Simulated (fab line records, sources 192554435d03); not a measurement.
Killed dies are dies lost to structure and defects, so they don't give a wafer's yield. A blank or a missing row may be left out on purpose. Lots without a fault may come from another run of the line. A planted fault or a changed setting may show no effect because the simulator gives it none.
Chamber matching | flow n5_finfet | N5_BEOL_M0_CUTY_ETCH_62 on rie_diel-04: 4 sister chambers
The step etches SiARC in CF4, time 58.5 s. 8 wafers are shown with their chamber, then 8 later ones without.

WAFERS WITH THEIR CHAMBER
wafer  | chamber | showerhead_plenum_p_Torr (Torr) | oes_product_au (a.u.)
L083.3 | 2       | 2.17                            | 0.74
L084.4 | 0       | 2.12                            | 0.61
L085.2 | 2       | 2.17                            | 0.74
L085.3 | 3       | 2.17                            | 0.73
L088.2 | 1       | 2.10                            | 0.75
L088.3 | 0       | 2.11                            | 0.60
L088.5 | 1       | 2.10                            | 0.76
L090.2 | 3       | 2.17                            | 0.73

WAFERS WITHOUT THEIR CHAMBER
wafer  | showerhead_plenum_p_Torr (Torr) | oes_product_au (a.u.)
L090.3 | 2.17                            | 0.72
L090.4 | 2.11                            | 0.60
L094.1 | 2.17                            | 0.71
L094.2 | 2.16                            | 0.72
L094.3 | 2.11                            | 0.60
L095.2 | 2.10                            | 0.73
L095.3 | 2.16                            | 0.72
L095.6 | 2.16                            | 0.72

WHICH CHAMBER EACH WENT THROUGH
wafer  | from the rows above     | in truth
L090.3 | 3                       | 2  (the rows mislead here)
L090.4 | 0                       | 0
L094.1 | 3                       | 3
L094.2 | can't be placed: 3 or 2 | 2
L094.3 | 0                       | 0
L095.2 | 1                       | 1
L095.3 | can't be placed: 3 or 2 | 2
L095.6 | can't be placed: 3 or 2 | 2
Placed correctly: 4 of 8. Can't be placed from these rows: 3 (the true chamber is among the candidates in 3). Placed wrongly: 1.
How it was worked out, from the rows above alone: a wafer's distance from a chamber is the root of the sum, over the readings, of the square of ((its reading less the chamber's mean) divided by the reading's scatter). The wafer belongs to the nearest chamber; if the next one is less than 2 further off, it can't be placed. A chamber's mean is the mean of its shown wafers. The scatter: the root of (the sum of the squares of (reading less its chamber's mean) over the shown wafers, divided by (wafers less chambers)).
